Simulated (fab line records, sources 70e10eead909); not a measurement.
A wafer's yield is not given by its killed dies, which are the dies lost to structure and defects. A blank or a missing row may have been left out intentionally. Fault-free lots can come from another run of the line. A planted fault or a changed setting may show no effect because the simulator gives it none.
fab line records | flow nand_harc
record: lots: 14 wafers: 42 last_day: 33
route steps=1302 shown A_M1@1191 A_BONDPAD@1212
lots untouched by any fault: they come from a run of this same line in which no faults occurred
start_h: start of the lot's first displayed wafer, in hours after the record's first day | wait_h: hours elapsed since this lot's preceding step | " identical to the entry in the row above | L1.1+2: one row covering several wafers at once | - no value, or no start given | * or withheld: withheld | < > ~ a bound
route shown NAME@n: a module of which the file shows steps, and the number in the route of the first | usual: mean/standard deviation taken from wafers without a fault | same: alike in all rows | chamber/n: place in a boat | sites: per-site readings | _std_site: their standard deviation | _edge_site: the outer-site mean with the inner-site mean subtracted | radius_mm: for every site, how far away it sits from the centre of the wafer | mask NAME#n: copy n | behind: the most recent tool/chamber to have shaped the wafer | hold: why the lot went on hold/how many hours it stayed there/how the hold came to an end | device: names the non-switching transistor (n, p or np) | end of line: tests run on the same wafers once the route is complete | where a step has no rows: the recipe by itself | killed: dies lost to structure and defects at the first sort, not the wafer's yield | map: shows each die of a wafer: x if killed, . if not, _ if none is there
set.NAME: setting as actually run; set.NAME@STEP: the setting as run at that earlier step | model.NAME: the simulator's own value behind a step, which no gauge read
one table for each step of the route and one row for each wafer, over a sample of lots
services: when a tool's chamber went out of use (start_h, in hours from the record's first day, below 0 if earlier), for how many hours, and the reason
== steps ==
step: NHARC_A_M1_PVD_20
recipe: target_thk_a: 50 bias_v: 168.6 power_w: 15000 chamber_pressure_pa: 0.12 time_s: 8.06 substrate_temp_c: 50 material: TaN
usual: bias_v: 168.6/1.7 substrate_temp_c: 50.00/0.11 throttle_valve_pct: 29.6/1.3
columns lot.wafer tool chamber start_h wait_h bias_v substrate_temp_c throttle_valve_pct
L746.4 pvd_sputter-02 - - - 170.1 49.98 28.6
L746.3 " - " " 165.8 49.93 29.1
L746.5 " - " " 170.5 49.99 29.4
L748.4 pvd_sputter-01 - - - 168.5 50.06 29.2
L748.1 " - " " 168.5 49.91 30.3
L748.5 " - " " 170.1 49.96 30.9
L747.1 pvd_sputter-01 - - - 167.2 49.99 31.1
L747.3 " - " " 169.9 50.12 30.2
L747.5 " - " " 166.4 49.90 28.9
L750.2 pvd_sputter-03 - - - 168.9 50.00 29.1
L750.1 " - " " 168.5 50.01 30.8
L750.5 " - " " 166.9 50.01 29.1
L755.3 pvd_sputter-02 - - - 168.5 50.03 29.9
L755.1 " - " " 171.7 49.98 30.3
L755.6 " - " " 170.1 50.18 29.5
L751.1 pvd_sputter-01 - - - 170.4 50.06 30.3
L751.3 " - " " 168.8 50.00 30.6
L751.5 " - " " 168.5 50.10 27.3
L754.2 pvd_sputter-03 - - - 166.9 50.00 29.2
L754.4 " - " " 168.8 49.97 32.7
L754.1 " - " " 170.0 50.09 30.9
L757.4 pvd_sputter-01 - - - 169.0 49.91 28.5
L757.6 " - " " 169.4 49.91 26.9
L757.5 " - " " 166.9 50.13 30.1
L759.2 pvd_sputter-01 - - - 170.8 50.11 30.7
L759.1 " - " " 168.9 50.06 27.1
L759.6 " - " " 172.6 50.04 30.6
L760.3 pvd_sputter-01 - - - 168.2 50.16 30.8
L760.2 " - " " 169.2 49.98 27.0
L760.6 " - " " 164.7 49.78 30.4
L762.1 pvd_sputter-02 - - - 170.1 49.91 30.4
L762.3 " - " " 167.2 50.11 29.9
L762.2 " - " " 168.7 49.84 30.7
L764.4 pvd_sputter-01 - - - 167.2 49.91 30.5
L764.1 " - " " 166.5 50.10 27.2
L764.2 " - " " 169.0 50.09 30.3
L765.4 pvd_sputter-02 - - - 167.5 49.77 30.2
L765.5 " - " " 168.5 49.74 30.4
L765.6 " - " " 167.9 49.81 30.2
L768.2 pvd_sputter-02 - - - 167.8 50.11 29.6
L768.1 " - " " 169.8 50.00 30.4
L768.5 " - " " 167.6 50.18 29.5
step: NHARC_A_M1_PRE_CLEAN_32
recipe: time_s: 12 temp_c: 370 rf_power_w: 300 gas: NH3
usual: heater_power_w: 601/55 rf_fwd_power_W: 292.6/0.86
columns lot.wafer tool chamber start_h wait_h heater_power_w rf_fwd_power_W
L746.3 pecvd-01 0 538.94 0.1 614 292.1
L746.4 " 2 " " 566 292.2
L746.5 " 0 " " 595 291.9
L748.1 pecvd-03 1 539.61 0.1 493 291.3
L748.4 " 0 " " 656 292.2
L748.5 " 1 " " 500 292.0
L747.3 pecvd-03 2 543.43 0.1 552 292.3
L747.1 " 1 " " 495 294.0
L747.5 " 1 " " 510 293.0
L750.2 pecvd-03 0 560.95 0.1 579 291.4
L750.1 " 1 " " 566 292.1
L750.5 " 0 " " 569 292.0
L755.3 pecvd-02 2 613.56 0.1 520 292.0
L755.1 " 0 " " 639 291.7
L755.6 " 1 " " 653 293.2
L751.3 pecvd-02 0 616.68 0.1 601 291.0
L751.1 " 2 " " 584 292.9
L751.5 " 2 " " 600 292.6
L754.2 pecvd-01 2 638.88 0.1 591 291.5
L754.1 " 1 " " 615 292.7
L754.4 " 2 " " 608 291.1
L757.4 pecvd-01 2 640.51 0.1 603 291.4
L757.5 " 2 " " 574 293.3
L757.6 " 1 " " 605 293.0
L759.1 pecvd-02 0 658.59 0.1 686 291.7
L759.2 " 1 " " 580 291.5
L759.6 " 0 " " 679 293.1
L760.2 pecvd-02 1 685.05 0.1 622 292.6
L760.3 " 0 " " 677 293.6
L760.6 " 1 " " 630 293.5
L762.2 pecvd-03 2 698.71 0.1 582 292.7
L762.3 " 0 " " 642 293.3
L762.1 " 1 " " 563 293.0
L764.1 pecvd-02 2 713.47 0.1 495 293.0
L764.2 " 0 " " 652 293.0
L764.4 " 2 " " 502 293.6
L765.4 pecvd-01 1 719.12 0.1 649 292.7
L765.6 " 2 " " 563 292.7
L765.5 " 0 " " 601 293.7
L768.1 pecvd-03 0 753.01 0.1 666 293.5
L768.2 " 1 " " 562 293.3
L768.5 " 2 " " 510 293.7
step: NHARC_A_BONDPAD_EXPOSE_06
recipe: na: 0.55 dose_mj: 36.99 mask_id: A_BPAD
usual: exposure_dose_mJ_cm2: 37.03/0.084 focus_offset_nm: -0.2/0.5 reticle_temp_C: 22.97/0.11
columns lot.wafer tool chamber start_h wait_h mask exposure_dose_mJ_cm2 focus_offset_nm reticle_temp_C
L746.3 krf_scanner-01 0 540.64 - A_BPAD#0 36.95 0.3 23.08
L746.4 " 0 " " A_BPAD#0 37.00 0.6 23.00
L746.5 " 0 " " A_BPAD#0 37.03 -0.5 23.03
L748.1 krf_scanner-01 0 541.18 - A_BPAD#0 36.95 -0.9 22.97
L748.4 " 0 " " A_BPAD#0 36.89 -1.1 22.95
L748.5 " 0 " " A_BPAD#0 36.99 -0.7 22.89
L747.1 krf_scanner-02 0 545.14 - A_BPAD#0 37.06 -0.8 22.97
L747.3 " 0 " " A_BPAD#0 37.12 -0.1 22.93
L747.5 " 0 " " A_BPAD#0 37.12 -0.1 22.96
L750.1 krf_scanner-03 0 562.51 - A_BPAD#0 36.96 -0.3 22.98
L750.2 " 0 " " A_BPAD#0 37.03 -0.7 23.04
L750.5 " 0 " " A_BPAD#0 37.01 -0.4 23.04
L755.1 krf_scanner-02 - 615.14 - A_BPAD#0 - - -
L755.3 " - " " A_BPAD#0 - - -
L755.6 " - " " A_BPAD#0 - - -
L751.1 krf_scanner-02 - 618.38 - A_BPAD#0 - - -
L751.3 " - " " A_BPAD#0 - - -
L751.5 " - " " A_BPAD#0 - - -
L754.1 krf_scanner-02 0 640.77 - A_BPAD#0 37.10 1.3 23.14
L754.2 " 0 " " A_BPAD#0 37.19 0.6 22.79
L754.4 " 0 " " A_BPAD#0 37.18 0.1 22.88
L757.4 krf_scanner-02 0 642.22 - A_BPAD#0 37.07 -0.4 22.84
L757.5 " 0 " " A_BPAD#0 37.07 -0.1 22.76
L757.6 " 0 " " A_BPAD#0 37.12 -0.8 22.91
L759.1 krf_scanner-03 0 660.27 - A_BPAD#0 37.01 0.1 23.15
L759.2 " 0 " " A_BPAD#0 36.99 -0.5 23.07
L759.6 " 0 " " A_BPAD#0 36.94 0.4 23.00
L760.2 krf_scanner-02 0 686.75 - A_BPAD#0 37.10 -0.4 22.94
L760.3 " 0 " " A_BPAD#0 37.08 -0.3 22.95
L760.6 " 0 " " A_BPAD#0 37.19 -0.4 22.95
L762.1 krf_scanner-02 0 700.41 - A_BPAD#0 37.14 0.2 23.19
L762.2 " 0 " " A_BPAD#0 37.11 0.5 22.98
L762.3 " 0 " " A_BPAD#0 37.07 -0.9 23.02
L764.1 krf_scanner-02 0 715.08 - A_BPAD#0 37.00 0.3 23.06
L764.2 " 0 " " A_BPAD#0 37.04 -0.3 22.87
L764.4 " 0 " " A_BPAD#0 37.05 -0.5 23.00
L765.4 krf_scanner-02 0 720.83 - A_BPAD#0 37.10 -0.4 22.79
L765.5 " 0 " " A_BPAD#0 37.09 -0.4 22.80
L765.6 " 0 " " A_BPAD#0 37.07 0.2 22.83
L768.1 krf_scanner-01 0 754.58 - A_BPAD#0 36.93 -0.3 22.95
L768.2 " 0 " " A_BPAD#0 36.91 0.0 22.78
L768.5 " 0 " " A_BPAD#0 36.94 -0.1 22.87
step: NHARC_A_BONDPAD_CD_MEAS_09
recipe: target_cd_nm: 500 landing_energy_ev: 500
usual: cd_nm: 499.5/1.9
columns lot.wafer tool chamber start_h wait_h cd_nm
L746.3 cd_sem-03 0 540.78 - 498.3
L746.4 " 0 " " 498.0
L746.5 " 0 " " 500.4
L748.1 cd_sem-01 0 541.33 - 503.1
L748.4 " 0 " " 501.1
L748.5 " 0 " " 500.5
L747.1 cd_sem-02 0 545.29 - 501.5
L747.3 " 0 " " 500.5
L747.5 " 0 " " 500.6
L750.1 cd_sem-01 0 562.67 - 497.4
L750.2 " 0 " " 500.8
L750.5 " 0 " " 500.7
L755.1 cd_sem-02 0 615.29 - -
L755.3 " 0 " " -
L755.6 " 0 " " -
L751.1 cd_sem-03 0 618.53 - -
L751.3 " 0 " " -
L751.5 " 0 " " -
L754.1 cd_sem-02 0 640.92 - 497.7
L754.2 " 0 " " 497.8
L754.4 " 0 " " 501.0
L757.4 cd_sem-01 0 642.36 - 498.0
L757.5 " 0 " " 495.6
L757.6 " 0 " " 499.8
L759.1 cd_sem-02 0 660.43 - 496.1
L759.2 " 0 " " 498.2
L759.6 " 0 " " 497.6
L760.2 cd_sem-03 0 686.91 - 501.7
L760.3 " 0 " " 498.5
L760.6 " 0 " " 501.6
L762.1 cd_sem-02 0 700.57 - 497.9
L762.2 " 0 " " 498.9
L762.3 " 0 " " 501.4
L764.1 cd_sem-01 0 715.23 - 499.0
L764.2 " 0 " " 497.5
L764.4 " 0 " " 500.4
L765.4 cd_sem-01 0 720.97 - 501.7
L765.5 " 0 " " 499.4
L765.6 " 0 " " 498.2
L768.1 cd_sem-01 0 754.73 - 498.9
L768.2 " 0 " " 498.4
L768.5 " 0 " " 501.2
== services ==
columns tool chamber start_h hours kind
krf_scanner-03 - 513.42 2.3 repair
pvd_sputter-03 - 526.08 10.0 pm
krf_scanner-02 - 527.38 0.5 repair
pecvd-03 - 536.67 0.9 repair
pecvd-03 - 539.12 0.2 repair
pecvd-03 - 547.41 13.0 pm
pecvd-02 - 557.37 0.8 repair
pvd_sputter-03 - 560.84 11.4 repair
pecvd-01 - 561.55 0.9 repair
krf_scanner-03 - 565.19 0.9 repair
pecvd-02 - 576.51 2.0 repair
pecvd-02 - 589.63 13.0 pm
krf_scanner-02 - 610.00 4.0 pm
pecvd-01 - 627.03 5.3 repair
pvd_sputter-01 - 627.86 10.0 pm
pvd_sputter-02 - 639.76 10.0 pm
krf_scanner-01 - 656.00 4.0 pm
pecvd-01 2 661.79 13.2 repair
pecvd-01 - 674.59 13.0 pm
pvd_sputter-02 - 682.33 3.9 repair
pecvd-02 0 717.00 5.1 repair
krf_scanner-02 - 718.76 0.3 repair
pecvd-03 - 728.41 13.0 pm
krf_scanner-02 - 741.52 10.9 repair
== key ==
first_sign: step: NHARC_A_BONDPAD_EXPOSE_06 reading: tool_record direction: missing
effect none on later readings
met_at NHARC_A_BONDPAD_EXPOSE_06
struck_lots L751,L755
later_rows_left_out L751.1,L751.3,L751.5,L755.1,L755.3,L755.6
sort_left_out L751.1,L751.3,L751.5,L755.1,L755.3,L755.6
tester_left_out L751
not_acting_at NHARC_A_M1_PVD_20,NHARC_A_M1_PRE_CLEAN_32,NHARC_A_BONDPAD_CD_MEAS_09
onset_between 545.14 615.14
earlier_fault: kind: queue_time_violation tool: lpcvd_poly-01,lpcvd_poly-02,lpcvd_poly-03 chamber: 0 onset_h: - steps: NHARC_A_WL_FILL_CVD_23 delay_hr: 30 scope: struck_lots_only
fault: kind: skipped_step_whole tool: krf_scanner-02 chamber: - onset_h: 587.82 steps: NHARC_A_BONDPAD_EXPOSE_06 scope: struck_lots_only
tester_left_out: of these lots the tester's yield and bins aren't shown, on N5 and GAA mostly nor the transistor test; their killed dies are dies lost to structure and defects alone, not to doping, threshold or leakage, so they don't give the yield
sort_left_out: the simulated sort isn't trusted on such a fault, so these wafers' sort isn't shown, and their yield isn't known
later_rows_left_out: the simulator's readings of these wafers behind a module that went badly wrong aren't trusted and aren't shown, but for the sort
